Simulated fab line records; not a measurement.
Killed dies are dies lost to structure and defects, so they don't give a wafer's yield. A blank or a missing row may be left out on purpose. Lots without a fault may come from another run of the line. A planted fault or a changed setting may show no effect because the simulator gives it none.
Which tool is to blame? :: flow n5Finfet :: 24 lots with 72 wafers sampled at 6 steps, on a route of 1938 steps

== WHAT THE GAUGES SHOWED, per wafer ==
N5_WELL_APT_INSPECT_27: inspects for defects (macro).
lot: L074
measured: day 1 14:55
on: defectInspect-01
rawDefectCount: 4 1 0

lot: L075
measured: day 1 20:52
on: defectInspect-01
rawDefectCount: 1 4 1

lot: L076
measured: day 2 03:08
on: defectInspect-02
rawDefectCount: 2 2 3

lot: L077
measured: day 2 08:44
on: defectInspect-02
rawDefectCount: 4 3 1

lot: L078
measured: day 2 15:08
on: defectInspect-02
rawDefectCount: 2 2 4

lot: L079
measured: day 2 20:45
on: defectInspect-01
rawDefectCount: 1 2 1

lot: L080
measured: day 3 02:58
on: defectInspect-01
rawDefectCount: 2 4 1

lot: L081
measured: day 3 08:52
on: defectInspect-02
rawDefectCount: 3 1 0

lot: L082
measured: day 3 15:00
on: defectInspect-01
rawDefectCount: 1 3 2

lot: L083
measured: day 3 20:52
on: defectInspect-02
rawDefectCount: 2 2 2

lot: L084
measured: day 4 03:11
on: defectInspect-02
rawDefectCount: 1 0 2

lot: L085
measured: day 4 08:59
on: defectInspect-02
rawDefectCount: 1 2 1

lot: L086
measured: day 4 15:22
on: defectInspect-02
rawDefectCount: 2 3 2

lot: L087
measured: day 4 21:08
on: defectInspect-02
rawDefectCount: 4 1 2

lot: L088
measured: day 5 02:52
on: defectInspect-02
rawDefectCount: 2 2 2

lot: L089
measured: day 5 09:05
on: defectInspect-01
rawDefectCount: 2 1 1

lot: L090
measured: day 5 15:37
on: defectInspect-02
rawDefectCount: 1 5 2

lot: L091
measured: day 5 21:03
on: defectInspect-01
rawDefectCount: 0 3 2

lot: L092
measured: day 6 03:08
on: defectInspect-02
rawDefectCount: 1 3 2

lot: L093
measured: day 6 09:07
on: defectInspect-02
rawDefectCount: 3 1 1

lot: L094
measured: day 6 14:53
on: defectInspect-01
rawDefectCount: 1 2 3

lot: L095
measured: day 6 20:54
on: defectInspect-02
rawDefectCount: 1 2 3

lot: L096
measured: day 7 03:05
on: defectInspect-02
rawDefectCount: 5 3 1

lot: L097
measured: day 7 08:52
on: defectInspect-02
rawDefectCount: 3 5 3

N5_PMOS_HMC_CHANNEL_EPI_THK_MEAS_22.
lot: L074
measured: day 1 19:24
on: filmMetro-02
HMC_CMP_THK (nm): 53.2 53.9 53.4

lot: L075
measured: day 2 01:48
on: filmMetro-02
HMC_CMP_THK (nm): 54.4 53.6 54.2

lot: L076
measured: day 2 07:36
on: filmMetro-02
HMC_CMP_THK (nm): 54.0 54.0 54.4

lot: L077
measured: day 2 13:58
on: filmMetro-01
HMC_CMP_THK (nm): 54.1 53.4 53.4

lot: L078
measured: day 2 21:02
on: filmMetro-02
HMC_CMP_THK (nm): 53.5 53.4 53.0

lot: L079
measured: day 3 02:34
on: filmMetro-02
HMC_CMP_THK (nm): 54.2 54.5 54.4

lot: L080
measured: day 3 07:30
on: filmMetro-02
HMC_CMP_THK (nm): 54.0 53.3 53.1

lot: L081
measured: day 3 14:01
on: filmMetro-01
HMC_CMP_THK (nm): 53.8 53.5 53.9

lot: L082
measured: day 3 20:13
on: filmMetro-02
HMC_CMP_THK (nm): 54.4 54.4 54.2

lot: L083
measured: day 4 01:50
on: filmMetro-02
HMC_CMP_THK (nm): 54.3 53.5 54.0

lot: L084
measured: day 4 07:56
on: filmMetro-01
HMC_CMP_THK (nm): 53.5 53.7 53.8

lot: L085
measured: day 4 14:49
on: filmMetro-01
HMC_CMP_THK (nm): 53.4 53.1 53.2

lot: L086
measured: day 4 20:46
on: filmMetro-02
HMC_CMP_THK (nm): 54.2 54.2 54.6

lot: L087
measured: day 5 02:14
on: filmMetro-02
HMC_CMP_THK (nm): 53.5 53.4 53.8

lot: L088
measured: day 5 08:35
on: filmMetro-02
HMC_CMP_THK (nm): 53.8 53.9 54.2

lot: L089
measured: day 5 14:04
on: filmMetro-01
HMC_CMP_THK (nm): 53.4 53.5 53.6

lot: L090
measured: day 5 20:18
on: filmMetro-02
HMC_CMP_THK (nm): 53.7 53.8 53.4

lot: L091
measured: day 6 01:30
on: filmMetro-02
HMC_CMP_THK (nm): 53.9 53.6 53.8

lot: L092
measured: day 6 08:31
on: filmMetro-02
HMC_CMP_THK (nm): 53.4 53.4 53.6

lot: L093
measured: day 6 14:07
on: filmMetro-01
HMC_CMP_THK (nm): 53.7 53.0 53.2

lot: L094
measured: day 6 20:19
on: filmMetro-02
HMC_CMP_THK (nm): 53.4 53.6 53.9

lot: L095
measured: day 7 01:58
on: filmMetro-01
HMC_CMP_THK (nm): 54.1 55.6 54.9

lot: L096
measured: day 7 07:32
on: filmMetro-02
HMC_CMP_THK (nm): 54.9 54.2 54.6

lot: L097
measured: day 7 13:27
on: filmMetro-02
HMC_CMP_THK (nm): 53.9 54.7 54.0

N5_FIN_SAQP_OCD_MEAS_76.
lot: L074
measured: day 2 02:36
on: ocd-02
trenchDepthNm (nm): 118.0 120.0 118.3

lot: L075
measured: day 2 08:13
on: ocd-02
trenchDepthNm (nm): 118.8 119.7 117.0

lot: L076
measured: day 2 13:37
on: ocd-01
trenchDepthNm (nm): 120.0 119.7 121.9

lot: L077
measured: day 2 21:01
on: ocd-02
trenchDepthNm (nm): 117.3 119.3 117.8

lot: L078
measured: day 3 03:49
on: ocd-01
trenchDepthNm (nm): 120.9 120.1 120.7

lot: L079
measured: day 3 10:00
on: ocd-01
trenchDepthNm (nm): 121.3 119.7 120.5

lot: L080
measured: day 3 13:52
on: ocd-02
trenchDepthNm (nm): 120.6 119.9 122.4

lot: L081
measured: day 3 20:13
on: ocd-02
trenchDepthNm (nm): 117.3 118.8 116.6

lot: L082
measured: day 4 03:05
on: ocd-01
trenchDepthNm (nm): 118.6 117.6 118.5

lot: L083
measured: day 4 08:02
on: ocd-02
trenchDepthNm (nm): 121.0 119.3 120.5

lot: L084
measured: day 4 14:41
on: ocd-01
trenchDepthNm (nm): 120.7 119.8 119.1

lot: L085
measured: day 4 23:09
on: ocd-01
trenchDepthNm (nm): 117.9 119.1 120.2

lot: L086
measured: day 5 05:22
on: ocd-01
trenchDepthNm (nm): 120.4 120.1 119.2

lot: L087
measured: day 5 10:06
on: ocd-02
trenchDepthNm (nm): 120.6 118.8 119.7

lot: L088
measured: day 5 16:07
on: ocd-01
trenchDepthNm (nm): 119.4 120.3 119.4

lot: L089
measured: day 5 20:09
on: ocd-01
trenchDepthNm (nm): 119.0 119.1 117.9

lot: L090
measured: day 6 03:34
on: ocd-02
trenchDepthNm (nm): 116.8 119.3 116.9

lot: L091
measured: day 6 08:37
on: ocd-02
trenchDepthNm (nm): 119.6 119.2 119.6

lot: L092
measured: day 6 15:13
on: ocd-02
trenchDepthNm (nm): 119.0 117.7 119.7

lot: L093
measured: day 6 20:28
on: ocd-02
trenchDepthNm (nm): 120.5 119.7 120.1

lot: L094
measured: day 7 03:18
on: ocd-02
trenchDepthNm (nm): 118.1 118.9 118.5

lot: L095
measured: day 7 08:48
on: ocd-01
trenchDepthNm (nm): 119.5 119.5 117.9

lot: L096
measured: day 7 14:07
on: ocd-01
trenchDepthNm (nm): 119.3 117.4 119.0

lot: L097
measured: day 7 20:10
on: ocd-02
trenchDepthNm (nm): 119.3 119.8 119.2

== WHICH TOOL RAN EACH LOT (tool, then ch and the chambers of the sampled wafers, then the start) ==
lot: L074
N5_FIN_SAQP_ALD_61: aldSin-03 ch 0,3, day 1 20:06
N5_FIN_SAQP_HM_DEP_72: pecvd-02 ch 1,2, day 1 20:59
N5_FIN_SAQP_DESCUM_21: rieDiel-06 ch 0,2,3, day 1 21:32

lot: L075
N5_FIN_SAQP_ALD_61: aldSin-02 ch 1,2, day 2 02:24
N5_FIN_SAQP_HM_DEP_72: pecvd-03 ch 0,1, day 2 03:20
N5_FIN_SAQP_DESCUM_21: rieDiel-04 ch 0,1,2, day 2 03:53

lot: L076
N5_FIN_SAQP_ALD_61: aldSin-04 ch 0,3, day 2 08:16
N5_FIN_SAQP_HM_DEP_72: pecvd-04 ch 1, day 2 09:02
N5_FIN_SAQP_DESCUM_21: rieDiel-02 ch 0,1, day 2 09:29

lot: L077
N5_FIN_SAQP_ALD_61: aldSin-03 ch 1,3, day 2 14:41
N5_FIN_SAQP_HM_DEP_72: pecvd-02 ch 0,1,2, day 2 15:34
N5_FIN_SAQP_DESCUM_21: rieDiel-04 ch 0,1,3, day 2 16:07

lot: L078
N5_FIN_SAQP_ALD_61: aldSin-02 ch 1,2,3, day 2 21:44
N5_FIN_SAQP_HM_DEP_72: pecvd-03 ch 0,2, day 2 22:34
N5_FIN_SAQP_DESCUM_21: rieDiel-02 ch 1,2, day 2 23:10

lot: L079
N5_FIN_SAQP_ALD_61: aldSin-03 ch 1,2,3, day 3 03:11
N5_FIN_SAQP_HM_DEP_72: pecvd-04 ch 0,1, day 3 03:58
N5_FIN_SAQP_DESCUM_21: rieDiel-04 ch 0,1,3, day 3 04:38

lot: L080
N5_FIN_SAQP_ALD_61: aldSin-02 ch 0,1,2, day 3 08:13
N5_FIN_SAQP_HM_DEP_72: pecvd-02 ch 0,1, day 3 08:58
N5_FIN_SAQP_DESCUM_21: rieDiel-02 ch 0,1,2, day 3 09:31

lot: L081
N5_FIN_SAQP_ALD_61: aldSin-02 ch 1,2, day 3 14:43
N5_FIN_SAQP_HM_DEP_72: pecvd-03 ch 0,1, day 3 15:30
N5_FIN_SAQP_DESCUM_21: rieDiel-04 ch 0,1,2, day 3 15:56

lot: L082
N5_FIN_SAQP_ALD_61: aldSin-02 ch 0,1,2, day 3 21:23
N5_FIN_SAQP_HM_DEP_72: pecvd-02 ch 2, day 3 22:09
N5_FIN_SAQP_DESCUM_21: rieDiel-04 ch 0,1,2, day 3 22:43

lot: L083
N5_FIN_SAQP_ALD_61: aldSin-04 ch 0,1,3, day 4 02:26
N5_FIN_SAQP_HM_DEP_72: pecvd-03 ch 0,1, day 4 03:20
N5_FIN_SAQP_DESCUM_21: rieDiel-06 ch 0,2,3, day 4 03:53

lot: L084
N5_FIN_SAQP_ALD_61: aldSin-04 ch 1,2, day 4 08:42
N5_FIN_SAQP_HM_DEP_72: pecvd-04 ch 0,1,2, day 4 09:44
N5_FIN_SAQP_DESCUM_21: rieDiel-04 ch 2,3, day 4 10:09

lot: L085
N5_FIN_SAQP_ALD_61: aldSin-02 ch 1,2, day 4 15:40
N5_FIN_SAQP_HM_DEP_72: pecvd-04 ch 1,2, day 4 16:41
N5_FIN_SAQP_DESCUM_21: rieDiel-02 ch 1,3, day 4 17:34

lot: L086
N5_FIN_SAQP_ALD_61: aldSin-04 ch 0,2,3, day 4 22:22
N5_FIN_SAQP_HM_DEP_72: pecvd-03 ch 1,2, day 4 23:07
N5_FIN_SAQP_DESCUM_21: rieDiel-06 ch 0,1,3, day 4 23:35

lot: L087
N5_FIN_SAQP_ALD_61: aldSin-02 ch 0,1,3, day 5 04:17
N5_FIN_SAQP_HM_DEP_72: pecvd-04 ch 1,2, day 5 05:02
N5_FIN_SAQP_DESCUM_21: rieDiel-04 ch 1,3, day 5 05:41

lot: L088
N5_FIN_SAQP_ALD_61: aldSin-03 ch 0,1,2, day 5 09:40
N5_FIN_SAQP_HM_DEP_72: pecvd-02 ch 0,1,2, day 5 10:32
N5_FIN_SAQP_DESCUM_21: rieDiel-06 ch 0,2, day 5 11:27

lot: L089
N5_FIN_SAQP_ALD_61: aldSin-02 ch 0,1,3, day 5 14:40
N5_FIN_SAQP_HM_DEP_72: pecvd-02 ch 0,1,2, day 5 15:27
N5_FIN_SAQP_DESCUM_21: rieDiel-02 ch 0,1, day 5 15:59

lot: L090
N5_FIN_SAQP_ALD_61: aldSin-03 ch 0,2,3, day 5 21:38
N5_FIN_SAQP_HM_DEP_72: pecvd-02 ch 0,1, day 5 22:25
N5_FIN_SAQP_DESCUM_21: rieDiel-02 ch 1,3, day 5 22:58

lot: L091
N5_FIN_SAQP_ALD_61: aldSin-04 ch 0,1,2, day 6 02:06
N5_FIN_SAQP_HM_DEP_72: pecvd-02 ch 0,1,2, day 6 02:56
N5_FIN_SAQP_DESCUM_21: rieDiel-04 ch 0,2,3, day 6 04:10

lot: L092
N5_FIN_SAQP_ALD_61: aldSin-03 ch 0,1,3, day 6 09:42
N5_FIN_SAQP_HM_DEP_72: pecvd-02 ch 0,1,2, day 6 10:28
N5_FIN_SAQP_DESCUM_21: rieDiel-04 ch 0,2,3, day 6 11:00

lot: L093
N5_FIN_SAQP_ALD_61: aldSin-02 ch 2,3, day 6 14:50
N5_FIN_SAQP_HM_DEP_72: pecvd-02 ch 0,2, day 6 15:36
N5_FIN_SAQP_DESCUM_21: rieDiel-06 ch 1,2,3, day 6 16:01

lot: L094
N5_FIN_SAQP_ALD_61: aldSin-04 ch 1,2,3, day 6 21:02
N5_FIN_SAQP_HM_DEP_72: pecvd-04 ch 0,2, day 6 21:57
N5_FIN_SAQP_DESCUM_21: rieDiel-04 ch 0,1,2, day 6 22:22

lot: L095
N5_FIN_SAQP_ALD_61: aldSin-02 ch 0,1,3, day 7 02:35
N5_FIN_SAQP_HM_DEP_72: pecvd-03 ch 0,1, day 7 03:20
N5_FIN_SAQP_DESCUM_21: rieDiel-06 ch 1,2,3, day 7 04:25

lot: L096
N5_FIN_SAQP_ALD_61: aldSin-03 ch 0,1, day 7 08:08
N5_FIN_SAQP_HM_DEP_72: pecvd-02 ch 0,1,2, day 7 08:56
N5_FIN_SAQP_DESCUM_21: rieDiel-04 ch 2,3, day 7 09:22

lot: L097
N5_FIN_SAQP_ALD_61: aldSin-02 ch 0,2, day 7 14:40
N5_FIN_SAQP_HM_DEP_72: pecvd-02 ch 0,2, day 7 15:25
N5_FIN_SAQP_DESCUM_21: rieDiel-06 ch 2,3, day 7 15:57
- N5_FIN_SAQP_ALD_61: deposits SiO2, target thk 4 nm, pulse time 1 s, purge time 2 s.
- N5_FIN_SAQP_HM_DEP_72: deposits SiO2 from SiH4/N2O, target thk 12 nm, time 7.2 s.
- N5_FIN_SAQP_DESCUM_21: chemistry O2, time 7.9 s.

== AS READ BY THE TOOLS THEMSELVES (means over the sampled wafers that have a number; for cases with no such wafer, the mark the record gives instead) ==
N5_FIN_SAQP_ALD_61.
lot: L074
tool: aldSin-03
chamberPressureTorr (Torr): 2.002
heaterPowerW (W): 470
precursorPulseHeightRel: 0.992

lot: L075
tool: aldSin-02
chamberPressureTorr (Torr): 1.995
heaterPowerW (W): 456
precursorPulseHeightRel: 1.003

lot: L076
tool: aldSin-04
chamberPressureTorr (Torr): 1.998
heaterPowerW (W): 418
precursorPulseHeightRel: 0.988

lot: L077
tool: aldSin-03
chamberPressureTorr (Torr): 1.999
heaterPowerW (W): 406
precursorPulseHeightRel: 0.984

lot: L078
tool: aldSin-02
chamberPressureTorr (Torr): 2.000
heaterPowerW (W): 461
precursorPulseHeightRel: 1.011

lot: L079
tool: aldSin-03
chamberPressureTorr (Torr): 2.001
heaterPowerW (W): 399
precursorPulseHeightRel: 1.006

lot: L080
tool: aldSin-02
chamberPressureTorr (Torr): 2.000
heaterPowerW (W): 476
precursorPulseHeightRel: 1.001

lot: L081
tool: aldSin-02
chamberPressureTorr (Torr): 2.000
heaterPowerW (W): 469
precursorPulseHeightRel: 0.995

lot: L082
tool: aldSin-02
chamberPressureTorr (Torr): 2.001
heaterPowerW (W): 473
precursorPulseHeightRel: 0.989

lot: L083
tool: aldSin-04
chamberPressureTorr (Torr): 2.001
heaterPowerW (W): 442
precursorPulseHeightRel: 1.010

lot: L084
tool: aldSin-04
chamberPressureTorr (Torr): 2.003
heaterPowerW (W): 439
precursorPulseHeightRel: 0.993

lot: L085
tool: aldSin-02
chamberPressureTorr (Torr): 2.003
heaterPowerW (W): 473
precursorPulseHeightRel: 0.981

lot: L086
tool: aldSin-04
chamberPressureTorr (Torr): 2.003
heaterPowerW (W): 427
precursorPulseHeightRel: 1.011

lot: L087
tool: aldSin-02
chamberPressureTorr (Torr): 2.000
heaterPowerW (W): 463
precursorPulseHeightRel: 1.000

lot: L088
tool: aldSin-03
chamberPressureTorr (Torr): 2.002
heaterPowerW (W): 444
precursorPulseHeightRel: 0.994

lot: L089
tool: aldSin-02
chamberPressureTorr (Torr): 1.997
heaterPowerW (W): 467
precursorPulseHeightRel: 0.996

lot: L090
tool: aldSin-03
chamberPressureTorr (Torr): 2.002
heaterPowerW (W): 425
precursorPulseHeightRel: 0.990

lot: L091
tool: aldSin-04
chamberPressureTorr (Torr): 2.001
heaterPowerW (W): 460
precursorPulseHeightRel: 0.991

lot: L092
tool: aldSin-03
chamberPressureTorr (Torr): 2.000
heaterPowerW (W): 447
precursorPulseHeightRel: 1.008

lot: L093
tool: aldSin-02
chamberPressureTorr (Torr): 2.001
heaterPowerW (W): 476
precursorPulseHeightRel: 0.995

lot: L094
tool: aldSin-04
chamberPressureTorr (Torr): 2.002
heaterPowerW (W): 412
precursorPulseHeightRel: 0.991

lot: L095
tool: aldSin-02
chamberPressureTorr (Torr): 1.999
heaterPowerW (W): 468
precursorPulseHeightRel: 1.019

lot: L096
tool: aldSin-03
chamberPressureTorr (Torr): 2.001
heaterPowerW (W): 476
precursorPulseHeightRel: 0.998

lot: L097
tool: aldSin-02
chamberPressureTorr (Torr): 2.000
heaterPowerW (W): 496
precursorPulseHeightRel: 0.979

N5_FIN_SAQP_HM_DEP_72.
lot: L074
tool: pecvd-02
chamberPressureTorr (Torr): 0.7500
heaterPowerW (W): 754
showerheadPlenumPTorr (Torr): 7.95

lot: L075
tool: pecvd-03
chamberPressureTorr (Torr): 0.7505
heaterPowerW (W): 721
showerheadPlenumPTorr (Torr): 8.36

lot: L076
tool: pecvd-04
chamberPressureTorr (Torr): 0.7502
heaterPowerW (W): 1039
showerheadPlenumPTorr (Torr): 8.23

lot: L077
tool: pecvd-02
chamberPressureTorr (Torr): 0.7506
heaterPowerW (W): 729
showerheadPlenumPTorr (Torr): 7.97

lot: L078
tool: pecvd-03
chamberPressureTorr (Torr): 0.7508
heaterPowerW (W): 809
showerheadPlenumPTorr (Torr): 8.19

lot: L079
tool: pecvd-04
chamberPressureTorr (Torr): 0.7508
heaterPowerW (W): 854
showerheadPlenumPTorr (Torr): 8.19

lot: L080
tool: pecvd-02
chamberPressureTorr (Torr): 0.7500
heaterPowerW (W): 769
showerheadPlenumPTorr (Torr): 7.96

lot: L081
tool: pecvd-03
chamberPressureTorr (Torr): 0.7468
heaterPowerW (W): 692
showerheadPlenumPTorr (Torr): 8.37

lot: L082
tool: pecvd-02
chamberPressureTorr (Torr): 0.7518
heaterPowerW (W): 689
showerheadPlenumPTorr (Torr): 7.96

lot: L083
tool: pecvd-03
chamberPressureTorr (Torr): 0.7502
heaterPowerW (W): 732
showerheadPlenumPTorr (Torr): 8.35

lot: L084
tool: pecvd-04
chamberPressureTorr (Torr): 0.7499
heaterPowerW (W): 896
showerheadPlenumPTorr (Torr): 8.19

lot: L085
tool: pecvd-04
chamberPressureTorr (Torr): 0.7511
heaterPowerW (W): 929
showerheadPlenumPTorr (Torr): 8.23

lot: L086
tool: pecvd-03
chamberPressureTorr (Torr): 0.7490
heaterPowerW (W): 825
showerheadPlenumPTorr (Torr): 8.16

lot: L087
tool: pecvd-04
chamberPressureTorr (Torr): 0.7490
heaterPowerW (W): 874
showerheadPlenumPTorr (Torr): 8.24

lot: L088
tool: pecvd-02
chamberPressureTorr (Torr): 0.7505
heaterPowerW (W): 693
showerheadPlenumPTorr (Torr): 7.97

lot: L089
tool: pecvd-02
chamberPressureTorr (Torr): 0.7484
heaterPowerW (W): 694
showerheadPlenumPTorr (Torr): 7.96

lot: L090
tool: pecvd-02
chamberPressureTorr (Torr): 0.7521
heaterPowerW (W): 723
showerheadPlenumPTorr (Torr): 8.00

lot: L091
tool: pecvd-02
chamberPressureTorr (Torr): 0.7496
heaterPowerW (W): 731
showerheadPlenumPTorr (Torr): 7.96

lot: L092
tool: pecvd-02
chamberPressureTorr (Torr): 0.7501
heaterPowerW (W): 743
showerheadPlenumPTorr (Torr): 7.96

lot: L093
tool: pecvd-02
chamberPressureTorr (Torr): 0.7491
heaterPowerW (W): 638
showerheadPlenumPTorr (Torr): 8.00

lot: L094
tool: pecvd-04
chamberPressureTorr (Torr): 0.7514
heaterPowerW (W): 816
showerheadPlenumPTorr (Torr): 8.13

lot: L095
tool: pecvd-03
chamberPressureTorr (Torr): 0.7505
heaterPowerW (W): 692
showerheadPlenumPTorr (Torr): 8.36

lot: L096
tool: pecvd-02
chamberPressureTorr (Torr): 0.7494
heaterPowerW (W): 668
showerheadPlenumPTorr (Torr): 7.97

lot: L097
tool: pecvd-02
chamberPressureTorr (Torr): 0.7507
heaterPowerW (W): 690
showerheadPlenumPTorr (Torr): 7.99

N5_FIN_SAQP_DESCUM_21.
lot: L074
tool: rieDiel-06
drypumpMotorCurrentA (A): 5.9
oesProductAu (a.u.): 0.84
rfVppV (V): 241.8
showerheadPlenumPTorr (Torr): 2.06
throttleValvePct (%): 20.19

lot: L075
tool: rieDiel-04
drypumpMotorCurrentA (A): 6.1
oesProductAu (a.u.): 0.78
rfVppV (V): 243.5
showerheadPlenumPTorr (Torr): 2.07
throttleValvePct (%): 20.52

lot: L076
tool: rieDiel-02
drypumpMotorCurrentA (A): 5.3
oesProductAu (a.u.): 0.69
rfVppV (V): 242.5
showerheadPlenumPTorr (Torr): 2.11
throttleValvePct (%): 20.37

lot: L077
tool: rieDiel-04
drypumpMotorCurrentA (A): 6.2
oesProductAu (a.u.): 0.80
rfVppV (V): 242.9
showerheadPlenumPTorr (Torr): 2.13
throttleValvePct (%): 20.48

lot: L078
tool: rieDiel-02
drypumpMotorCurrentA (A): 6.1
oesProductAu (a.u.): 0.83
rfVppV (V): 244.2
showerheadPlenumPTorr (Torr): 2.14
throttleValvePct (%): 20.50

lot: L079
tool: rieDiel-04
drypumpMotorCurrentA (A): 6.1
oesProductAu (a.u.): 0.78
rfVppV (V): 243.0
showerheadPlenumPTorr (Torr): 2.13
throttleValvePct (%): 20.48

lot: L080
tool: rieDiel-02
drypumpMotorCurrentA (A): 5.7
oesProductAu (a.u.): 0.75
rfVppV (V): 243.3
showerheadPlenumPTorr (Torr): 2.12
throttleValvePct (%): 20.43

lot: L081
tool: rieDiel-04
drypumpMotorCurrentA (A): 6.1
oesProductAu (a.u.): 0.77
rfVppV (V): 243.6
showerheadPlenumPTorr (Torr): 2.06
throttleValvePct (%): 20.55

lot: L082
tool: rieDiel-04
drypumpMotorCurrentA (A): 6.1
oesProductAu (a.u.): 0.76
rfVppV (V): 242.4
showerheadPlenumPTorr (Torr): 2.06
throttleValvePct (%): 20.55

lot: L083
tool: rieDiel-06
drypumpMotorCurrentA (A): 5.9
oesProductAu (a.u.): 0.81
rfVppV (V): 243.0
showerheadPlenumPTorr (Torr): 2.05
throttleValvePct (%): 20.21

lot: L084
tool: rieDiel-04
drypumpMotorCurrentA (A): 5.9
oesProductAu (a.u.): 0.91
rfVppV (V): 243.8
showerheadPlenumPTorr (Torr): 2.11
throttleValvePct (%): 20.38

lot: L085
tool: rieDiel-02
drypumpMotorCurrentA (A): 5.2
oesProductAu (a.u.): 0.71
rfVppV (V): 243.6
showerheadPlenumPTorr (Torr): 2.10
throttleValvePct (%): 20.76

lot: L086
tool: rieDiel-06
drypumpMotorCurrentA (A): 5.8
oesProductAu (a.u.): 0.81
rfVppV (V): 244.4
showerheadPlenumPTorr (Torr): 2.11
throttleValvePct (%): 20.42

lot: L087
tool: rieDiel-04
drypumpMotorCurrentA (A): 6.0
oesProductAu (a.u.): 0.76
rfVppV (V): 243.5
showerheadPlenumPTorr (Torr): 2.12
throttleValvePct (%): 20.51

lot: L088
tool: rieDiel-06
drypumpMotorCurrentA (A): 6.2
oesProductAu (a.u.): 0.77
rfVppV (V): 241.9
showerheadPlenumPTorr (Torr): 2.01
throttleValvePct (%): 20.16

lot: L089
tool: rieDiel-02
drypumpMotorCurrentA (A): 5.3
oesProductAu (a.u.): 0.88
rfVppV (V): 243.3
showerheadPlenumPTorr (Torr): 2.10
throttleValvePct (%): 20.17

lot: L090
tool: rieDiel-02
drypumpMotorCurrentA (A): 5.4
oesProductAu (a.u.): 0.71
rfVppV (V): 244.8
showerheadPlenumPTorr (Torr): 2.14
throttleValvePct (%): 20.70

lot: L091
tool: rieDiel-04
drypumpMotorCurrentA (A): 6.1
oesProductAu (a.u.): 0.82
rfVppV (V): 243.5
showerheadPlenumPTorr (Torr): 2.12
throttleValvePct (%): 20.46

lot: L092
tool: rieDiel-04
drypumpMotorCurrentA (A): 6.1
oesProductAu (a.u.): 0.81
rfVppV (V): 243.1
showerheadPlenumPTorr (Torr): 2.11
throttleValvePct (%): 20.47

lot: L093
tool: rieDiel-06
drypumpMotorCurrentA (A): 5.5
oesProductAu (a.u.): 0.77
rfVppV (V): 243.2
showerheadPlenumPTorr (Torr): 2.11
throttleValvePct (%): 20.50

lot: L094
tool: rieDiel-04
drypumpMotorCurrentA (A): 6.1
oesProductAu (a.u.): 0.73
rfVppV (V): 242.9
showerheadPlenumPTorr (Torr): 2.06
throttleValvePct (%): 20.58

lot: L095
tool: rieDiel-06
drypumpMotorCurrentA (A): 5.5
oesProductAu (a.u.): 0.77
rfVppV (V): 244.0
showerheadPlenumPTorr (Torr): 2.11
throttleValvePct (%): 20.51

lot: L096
tool: rieDiel-04
drypumpMotorCurrentA (A): 5.9
oesProductAu (a.u.): 0.85
rfVppV (V): 243.8
showerheadPlenumPTorr (Torr): 2.10
throttleValvePct (%): 20.41

lot: L097
tool: rieDiel-06
drypumpMotorCurrentA (A): 5.2
oesProductAu (a.u.): 0.79
rfVppV (V): 242.7
showerheadPlenumPTorr (Torr): 2.08
throttleValvePct (%): 20.40

== THE ANSWER, worked out from the rows above alone ==
Rule: the usual values come from the lots themselves. Put in order of their means at a reading, lots are off if they are a third of the lots or fewer, leave a main group of 4 or more, and stand apart from it by a gap of 3 or more times the standard deviation of the main group's means; of several such gaps the widest counts. If all means in a main group match to the digits the tables above print for the reading, that group is not used. A lot without any number at a reading at which 4 lots or more have one is off too. Any other lot the step has rows for is counted as sound. First the gauges in route order, then the tools' own readings, where a lot's mean is used as printed above. At the first step where some lot is off, the reading lying furthest off is the one used; lots without a number count as furthest.
No lot is off at any reading shown: from this, nothing can be told.

== WHAT THE SIMULATOR HAD PUT IN ==
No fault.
